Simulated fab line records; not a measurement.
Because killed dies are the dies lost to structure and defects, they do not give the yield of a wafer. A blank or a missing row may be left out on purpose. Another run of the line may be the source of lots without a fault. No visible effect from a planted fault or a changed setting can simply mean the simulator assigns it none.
Problem report in the 8D (eight disciplines) form, filled by code | flow n5 finfet | the parts of the form that need people (team, actions taken, sign-off) are left out

1. THE PROBLEM
bias w at N5_BEOL_M4_ETCH_64 reads a mean of 156.4 W on 6 wafers of 2 lots; wafers without a fault read 150.0 W with a standard deviation of 0.42. That is +15 standard deviations from the usual mean.
The step: etches SOC in N2/H2, target depth 75 nm, overetch 22.5 nm, time 121.9 s.
Seen first at day 11 04:17 on rie diel-03, wafer L309.2. The record has a number at this step for 27 wafers belonging to 9 lots. By rule, "out" or "out of limits" means more than 4 standard deviations away from the usual mean. The rest of the wafers with a number are treated as sound.

2. WHAT IT IS, AND WHAT IT ISN'T
question                    | is                     | is not
which readings at this step | bias w, rf vpp V       | drypump motor current A, oes product au, showerhead plenum p Torr, throttle valve pct
which lots                  | L309, L310             | L297, L299, L300, L303, L307, L314, L316
which wafers of those lots  | all that have a number | -
read on which tools         | rie diel-03            | rie diel-01, rie diel-05
when                        | from day 11 04:17      | up to then (12 sound wafers); but 9 sound wafers of L307, L314, L316 came after

3. WHAT RULES OUT EACH SUSPECT
Counting: a tool at any process step up to the reading remains a suspect when it ran all the lots that are out and ran no sound lot after the first of those.
- cvd co-02 at N5_BEOL_M3_PRE_CLEAN_60 (time 15 s): ruled out as a lasting fault. Following L309 (day 11 02:32), the first lot on it that is out, the sound lots L307, L314, L316 were run on it.
- rie diel-03 at N5_BEOL_M4_ETCH_74 (etches underlayer in N2/H2, target depth 6.5 nm, time 5.2 s): kept. It processed each lot that is out, first L309 at day 11 04:14, and no sound lot thereafter; up to then, the last sound lot it processed was L303 at day 9 21:25.
- rie diel-03 at N5_BEOL_M4_ETCH_64 (etches SOC in N2/H2, target depth 75 nm, overetch 22.5 nm, time 121.9 s): kept. It processed each lot that is out, first L309 at day 11 04:17, and no sound lot thereafter; up to then, the last sound lot it processed was L303 at day 9 21:27. Its own bias w, rf vpp V readings are out on those wafers.
What counting leaves: rie diel-03 at N5_BEOL_M4_ETCH_74 and rie diel-03 at N5_BEOL_M4_ETCH_64.

4. THE CAUSE (what the simulator had put in)
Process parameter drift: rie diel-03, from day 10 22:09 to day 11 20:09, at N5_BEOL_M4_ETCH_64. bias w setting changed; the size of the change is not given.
2 suspects survive the count, and this tool is in that group.

5. THE EFFECT CHAIN, in route order
Rows list readings where the struck wafers' mean (over those with a number) sits beyond 3 standard deviations from the usual. Scope: only readings with a usual standard deviation given in the record; hours: median across lots of the time from each lot's start at the first step in this table that gives one to its start at this step; sigmas: change in usual standard deviations.
hours | step               | reading  | usual   | on struck wafers | change | sigmas
0     | N5_BEOL_M4_ETCH_64 | bias w   | 150.0 W | 156.4            | +6.4   | +15
0     | N5_BEOL_M4_ETCH_64 | rf vpp V | 525.8 V | 540.4            | +14.6  | +10
It contains these process steps:
- N5_BEOL_M4_ETCH_64: etches SOC in N2/H2, target depth 75 nm, overetch 22.5 nm, time 121.9 s.
At these later measuring or inspecting steps, every struck wafer for which the step has a row has a number for every such reading, and none has moved that far: N5_BEOL_M4_RC_MEAS_101.

6. HOW IT WOULD HAVE BEEN CAUGHT EARLIER
In this record the first reading out of limits was taken at day 11 04:17, 6 hours after the fault began at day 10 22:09.
